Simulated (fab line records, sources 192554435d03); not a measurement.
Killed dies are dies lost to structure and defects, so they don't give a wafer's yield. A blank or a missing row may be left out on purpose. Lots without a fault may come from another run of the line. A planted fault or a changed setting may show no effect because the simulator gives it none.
Split-lot experiment | flow n5_finfet | 7 lots, 39 wafers read, on a route of 1938 steps

THE SPLIT
At N5_FIN_SAQP_SPACER1_ALD_24 (deposits SiO2, target thk 20.3 nm, pulse time 1 s, purge time 2 s), the setting ald_cycles was moved away from the recipe's 218 on 12 of the 39 wafers read, by +5.0% to +15.1%. The other wafers ran this setting at the recipe's value.

FROM THE SPLIT TO THE READING: what the file shows between them, 2 steps
- N5_FIN_SAQP_SPACER1_ETCHBACK_25: etches SiO2 in CHF3/O2, target depth 24.4 nm, time 12.2 s
- N5_FIN_SAQP_MANDREL1_REMOVE_56: chemistry HBr/Cl2/O2, target a-Si, stops on SiNx, bt time 10 s

THE READING
cd_nm, in nm, at N5_FIN_SAQP_CD_MEAS_27 (target cd 20 nm). Fault-free wafers of this fab line usually give 20.30 nm, standard deviation 0.23 nm.

wafer  | tool, chamber at the split | ald_cycles as run | against the recipe | cd_nm, nm | against lot-mates on the recipe
L074.1 | ald_sin-01, 2,3            | 236               | +8.3%              | 21.87     | +1.56
L074.2 | ald_sin-01, 0,1            | 218               | recipe             | 20.35     | -
L074.3 | ald_sin-01, 2,3            | 236               | +8.3%              | 22.69     | +2.38
L074.4 | ald_sin-01, 1              | 236               | +8.3%              | 21.81     | +1.50
L074.5 | ald_sin-01, 0,1            | 218               | recipe             | 20.31     | -
L074.6 | ald_sin-01, 2              | 218               | recipe             | 20.28     | -
L079.1 | ald_sin-04, 0              | 229               | +5.0%              | 21.67     | +1.45
L079.2 | ald_sin-04, 1              | 218               | recipe             | 19.95     | -
L079.3 | ald_sin-04, 2              | 229               | +5.0%              | 21.78     | +1.56
L079.4 | ald_sin-04, 3              | 229               | +5.0%              | 21.39     | +1.17
L079.5 | ald_sin-04, 1              | 218               | recipe             | 20.24     | -
L079.6 | ald_sin-04, 2              | 218               | recipe             | 20.47     | -
L080.1 | ald_sin-02, 1              | 218               | recipe             | 20.53     | -
L080.2 | ald_sin-02, 3,2            | 218               | recipe             | 19.98     | -
L080.3 | ald_sin-02, 0              | 242               | +11.0%             | 22.73     | +2.44
L080.4 | ald_sin-02, 3,2            | 218               | recipe             | 20.37     | -
L080.5 | ald_sin-02, 3,0            | 242               | +11.0%             | 22.50     | +2.21
L080.6 | ald_sin-02, 3,0            | 242               | +11.0%             | 22.43     | +2.14
L082.1 | ald_sin-04, 1,2            | 251               | +15.1%             | 23.42     | +3.14
L082.2 | ald_sin-04, 2,3            | 218               | recipe             | 20.38     | -
L082.3 | ald_sin-04, 0              | 218               | recipe             | 20.24     | -
L082.4 | ald_sin-04, 2,3            | 218               | recipe             | 20.23     | -
L082.5 | ald_sin-04, 1              | 251               | +15.1%             | 23.61     | +3.33
L082.6 | ald_sin-04, 1,2            | 251               | +15.1%             | 23.50     | +3.22
L087.1 | ald_sin-02, 3              | 218               | recipe             | 20.08     | -
L087.2 | ald_sin-02, 1,0            | 218               | recipe             | 20.31     | -
L087.3 | ald_sin-02, 1,0            | 218               | recipe             | 20.46     | -
L093.1 | ald_sin-02, 1,0,2,3,0      | 218               | recipe             | 20.28     | -
L093.2 | ald_sin-02, 1,0,2,3,0      | 218               | recipe             | 20.20     | -
L093.3 | ald_sin-02, 1,0,2,3,0      | 218               | recipe             | 20.54     | -
L093.4 | ald_sin-02, 1,0,2,3,0      | 218               | recipe             | 20.47     | -
L093.5 | ald_sin-02, 1,0,2,3,0      | 218               | recipe             | 20.53     | -
L093.6 | ald_sin-02, 3              | 218               | recipe             | 20.27     | -
L096.1 | ald_sin-04, 2,1,0,0,1      | 218               | recipe             | 20.33     | -
L096.2 | ald_sin-04, 3              | 218               | recipe             | 20.55     | -
L096.3 | ald_sin-04, 2,1,0,0,1      | 218               | recipe             | 20.36     | -
L096.4 | ald_sin-04, 2,1,0,0,1      | 218               | recipe             | 19.79     | -
L096.5 | ald_sin-04, 2,1,0,0,1      | 218               | recipe             | 20.31     | -
L096.6 | ald_sin-04, 2,1,0,0,1      | 218               | recipe             | 20.49     | -
Where a row lists several chambers, the file gives one row for several wafers and doesn't say which wafer went through which chamber.

THE FIT
A straight line over all 39 wafers: cd_nm changes by +0.212 nm for each +1% of ald_cycles; r = +0.98; the points scatter about the line by 0.22 nm.
The same after taking each lot's own level away (the mean of its wafers on the recipe; 39 wafers): +0.214 nm for each +1%; r = +0.98; scatter 0.22 nm.
On that fit, the largest move of ald_cycles shifts the reading by 3.2 nm.
The lots' own levels span 20.220 to 20.382 nm, that is 0.7 times the standard deviation above.
So the lot-to-lot level changes the slope little: the two slopes agree.
Check: with one of the wafers moved furthest among these (+15.1%) left out of the fit, the line predicts +3.28 nm for it against its lot-mates. It came out at +3.14 nm against them.

OTHER SPLITS ON THESE WAFERS
These wafers also went through other splits before the reading. Each is held against what the fit with the lots' levels taken away leaves over:
other split on the same wafers | wafers away from the commonest value | r with cd_nm (lot level and that fit taken away)
N5_FIN_SAQP_HM_DEP_72 time_s   | 15                                   | +0.30

THE WHOLE CHAIN: every reading that the file lists as answering this split, in the file's order
step                           | what it does                                                      | reading                                                                                 | change (the file's fit)               | r (the file's)
N5_FIN_SAQP_SPACER1_ALD_24     | deposits SiO2, target thk 20.3 nm, pulse time 1 s, purge time 2 s | SiO2_of_FIN_SAQP_SPACER1_ALD_24.thk_nm (the simulator's own value, which no gauge read) | +0.208 nm for each +1% of the setting | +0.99
N5_FIN_SAQP_MANDREL1_REMOVE_56 | chemistry HBr/Cl2/O2, target a-Si, stops on SiNx, bt time 10 s    | FIN_SAQP.cd_nm (the simulator's own value, which no gauge read)                         | +0.208 nm for each +1% of the setting | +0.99
N5_FIN_SAQP_CD_MEAS_27         | target cd 20 nm                                                   | cd_nm                                                                                   | +0.216 nm for each +1% of the setting | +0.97

THE FILE'S OWN FIT
cd_nm changes by +0.216 nm for each +1% of ald_cycles, r = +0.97.
